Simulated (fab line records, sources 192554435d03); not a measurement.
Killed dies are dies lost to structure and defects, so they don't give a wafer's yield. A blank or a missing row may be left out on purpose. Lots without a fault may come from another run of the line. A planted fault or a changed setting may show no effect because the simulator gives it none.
Problem report in the 8D (eight disciplines) form, filled by code | flow n5_finfet | the parts of the form that need people (team, actions taken, sign-off) are left out

1. THE PROBLEM
M3_ILD_THK at N5_BEOL_M3_THK_MEAS_01 reads a mean of 115.1 nm on 3 wafers of 2 lots; wafers without a fault read 79.1 nm with a standard deviation of 0.92. That is +39 standard deviations from the usual mean.
First seen on wafer L488.2, day 10 12:59, on film_metro-01. The record holds 27 wafers of 9 lots with a number at this step. Rule for "out", or "out of limits": more than 4 standard deviations from the usual mean. The other wafers with a number count as sound.

2. WHAT IT IS AND WHAT IT IS NOT
question                    | is                     | is not
which readings at this step | M3_ILD_THK             | -
which lots                  | L488, L490             | L476, L479, L480, L493, L494, L496, L497
which wafers of those lots  | L488.2, L490.1, L490.5 | L488.3, L488.4, L490.3
read on which gauges        | film_metro-01          | film_metro-02
when                        | from day 10 12:59      | up to then (11 sound wafers); but 13 sound wafers of L490, L493, L494, L496, L497 came after

3. SUSPECTS, AND WHAT RULES EACH OUT
Counting: a tool at a process step up to the reading stays a suspect if it ran every lot that is out. Sound lots after the first of them don't rule it out here, since some wafers of a struck lot are sound.
- the gauge at N5_BEOL_M3_THK_MEAS_01: ruled out. All the wafers that are out were read on film_metro-01, but those of them that N5_PASSIVATION_PROBE_49 has rows for are out there too, on other tools.
- pecvd-04 at N5_BEOL_M3_ILD_DEP_00 (deposits SiOC from DEMS/O2, target thk 79 nm, time 15.3 s): kept. It ran every lot that is out, first L488 (day 10 12:55); its last sound lot up to then is L479 (day 7 21:55).
- Within pecvd-04 at N5_BEOL_M3_ILD_DEP_00: the wafers that are out ran in chamber 2; their sound lot-mates ran in chambers 0, 1.
Left after counting: pecvd-04 at N5_BEOL_M3_ILD_DEP_00.

4. THE CAUSE (what the simulator had put in)
Process parameter drift: pecvd-04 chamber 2, from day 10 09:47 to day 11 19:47, at N5_BEOL_M3_ILD_DEP_00. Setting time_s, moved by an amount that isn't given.
Counting left only this tool.

5. THE CHAIN OF EFFECTS, in route order
Each row: a reading whose mean over the struck wafers that have a number lies more than 3 standard deviations from the usual. Only readings for which the record gives a usual standard deviation are gone through. hours: the time from each lot's start at the first step in this table that gives one to its start at this step, as a median over the lots. sigmas: the change in usual standard deviations.
hours | step                    | reading              | usual   | on struck wafers | change | sigmas
0     | N5_BEOL_M3_THK_MEAS_01  | M3_ILD_THK           | 79.1 nm | 115.1            | +36.0  | +39
143   | N5_PASSIVATION_PROBE_49 | defect_limited_yield | 91.3 %  | 0.0              | -91.3  | -65
143   | N5_PASSIVATION_PROBE_49 | killed_at_M0_to_M3   | 33      | 1124             | +1091  | +99 or more
143   | N5_PASSIVATION_PROBE_49 | killed_dies          | 102     | 1180             | +1078  | +63
143   | N5_PASSIVATION_PROBE_49 | killed_on_rim        | 13      | 152              | +139   | +34
143   | N5_PASSIVATION_PROBE_49 | sort_bin_5_function  | 5.1 %   | 96.5             | +91.4  | +99 or more
143   | N5_PASSIVATION_PROBE_49 | sort_n_pass          | 1078    | 0                | -1078  | -63
143   | N5_PASSIVATION_PROBE_49 | sort_yield_pct       | 91.3 %  | 0.0              | -91.3  | -65
The process steps in it:
- N5_PASSIVATION_PROBE_49

6. WHAT WOULD HAVE CAUGHT IT SOONER
In this record the first reading out of limits at a measuring or inspecting step was taken at day 10 12:59, 3 hours after the fault began at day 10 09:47.
Of the tool readings at N5_BEOL_M3_ILD_DEP_00 for which the record gives a usual standard deviation, none was out on any struck wafer, so an alarm limit of 4 standard deviations on them would not have fired.
Of the lots that are out (2), L490 began N5_BEOL_M3_ILD_DEP_00 on pecvd-04 after day 10 12:59. A hold on the tool at that time would have spared it.
